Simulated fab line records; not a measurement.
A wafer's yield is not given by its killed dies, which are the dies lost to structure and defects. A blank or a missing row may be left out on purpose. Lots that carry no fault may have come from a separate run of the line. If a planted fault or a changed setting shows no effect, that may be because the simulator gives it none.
Split-lot experiment | flow n5_finfet | route with 1938 steps; 7 lots, 21 wafers read

ABOUT THE SPLIT
At N5_BEOL_M4_COAT_67 (time 60 s, resist thk 60 nm), the setting spin_rpm was moved away from the recipe's 1500 rpm on 7 of the 21 wafers read, by -4.5% to +6.6%. This setting was run at the recipe's value on the other wafers.

FROM THE SPLIT TO THE READING: what the file shows between them, 5 steps
- N5_BEOL_M4_DESCUM_33: chemistry O2, time 7 s (also split here: time_s)
- N5_BEOL_M4_ETCH_77: etches underlayer in N2/H2, target depth 6.5 nm, time 5.2 s
- N5_BEOL_M4_ETCH_69: etches SiARC in CF4, target depth 15.6 nm, time 26 s
- N5_BEOL_M4_ALD_98: deposits SiO2, target thk 2.5 nm, pulse time 1 s, co reactant pulse time 1 s
- N5_BEOL_M4_ETCHBACK_99: etches SiO2 in CHF3, target depth 5 nm, time 10.4 s

THE READING
etch.depth_nm (the simulator's own value, which no gauge read), in nm, at N5_BEOL_M4_ETCH_70 (etches SOC in N2/H2, target depth 80 nm, overetch 24 nm, time 130 s). The file does not state a usual value for it. Average 59.99 nm, standard deviation 0.12 nm, over the 14 wafers here run with the recipe.

wafer  | tool, chamber at the split | spin_rpm as run, rpm | against the recipe | etch.depth_nm, nm | against lot-mates on the recipe
L075.1 | litho_track-05, 0          | 1432                 | -4.5%              | 61.44             | +1.52
L075.3 | litho_track-05, 0          | 1500                 | recipe             | 59.92             | -
L075.4 | litho_track-05, 0          | 1432                 | -4.5%              | 61.53             | +1.61
L076.1 | litho_track-04, 0          | 1500                 | recipe             | 59.86             | -
L076.2 | litho_track-04, 0          | 1500                 | recipe             | 59.95             | -
L076.6 | litho_track-04, 0          | 1543                 | +2.9%              | 59.11             | -0.80
L081.1 | litho_track-02, 0          | 1500                 | recipe             | 59.89             | -
L081.3 | litho_track-02, 0          | 1500                 | recipe             | 60.02             | -
L081.6 | litho_track-02, 0          | 1500                 | recipe             | 59.84             | -
L083.1 | litho_track-04, 0          | 1500                 | recipe             | 60.01             | -
L083.3 | litho_track-04, 0          | 1500                 | recipe             | 60.09             | -
L083.4 | litho_track-04, 0          | 1500                 | recipe             | 60.24             | -
L086.1 | litho_track-04, 0          | 1599                 | +6.6%              | 58.38             | -1.76
L086.3 | litho_track-04, 0          | 1500                 | recipe             | 60.12             | -
L086.5 | litho_track-04, 0          | 1500                 | recipe             | 60.16             | -
L096.2 | litho_track-04, 0          | 1500                 | recipe             | 59.84             | -
L096.3 | litho_track-04, 0          | 1583                 | +5.5%              | 58.39             | -1.45
L096.6 | litho_track-04, 0          | 1583                 | +5.5%              | 58.37             | -1.47
L095.2 | litho_track-05, 0          | 1500                 | recipe             | 59.93             | -
L095.5 | litho_track-05, 0          | 1434                 | -4.4%              | 61.48             | +1.49
L095.6 | litho_track-05, 0          | 1500                 | recipe             | 60.04             | -

FIT RESULTS
A straight line over all 21 wafers: etch.depth_nm changes by -0.296 nm for each +1% of spin_rpm; r = -0.99; the points scatter about the line by 0.14 nm.
The same after taking each lot's own level away (the mean of its wafers on the recipe; 21 wafers): -0.295 nm for each +1%; r = -0.99; scatter 0.11 nm.
On that fit, the largest move of spin_rpm shifts the reading by 1.9 nm.
The lots' own levels span 59.840 to 60.140 nm, that is 2.5 times the standard deviation above.
So the lot-to-lot level changes the slope little: the two slopes agree.
Check: -1.94 nm against its lot-mates is what the line predicts for one of the wafers moved furthest among these (+6.6%) when that wafer is left out of the fit. Against them it came out at -1.76 nm.

OTHER SPLITS APPLIED TO THESE WAFERS
Before the reading, these wafers also passed through other splits. Each is held against what the fit with the lots' levels taken away leaves over:
other split on the same wafers    | wafers away from the commonest value | r with etch.depth_nm (lot level and that fit taken away)
N5_BEOL_M3_ETCH_64 time_s         | 7                                    | -0.19
N5_BEOL_M3_COAT_67 spin_rpm       | 6                                    | +0.02
N5_BEOL_M3_TRENCH_ETCH_37 time_s  | 9                                    | -0.39
N5_BEOL_M3_ETCH_41 target_depth_a | 6                                    | +0.08
N5_BEOL_M4_DESCUM_33 time_s       | 5                                    | +0.12

THE WHOLE CHAIN: every reading that the file lists as answering this split, in the file's order
step               | what it does                                                        | reading                                                                        | change (the file's fit)               | r (the file's)
N5_BEOL_M4_COAT_67 | time 60 s, resist thk 60 nm                                         | SOC_of_BEOL_M4_COAT_67.thk_nm (the simulator's own value, which no gauge read) | -0.283 nm for each +1% of the setting | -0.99
N5_BEOL_M4_ETCH_70 | etches SOC in N2/H2, target depth 80 nm, overetch 24 nm, time 130 s | etch.depth_nm (the simulator's own value, which no gauge read)                 | -0.292 nm for each +1% of the setting | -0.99

FILE'S OWN FIT
etch.depth_nm changes by -0.292 nm for each +1% of spin_rpm, r = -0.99.
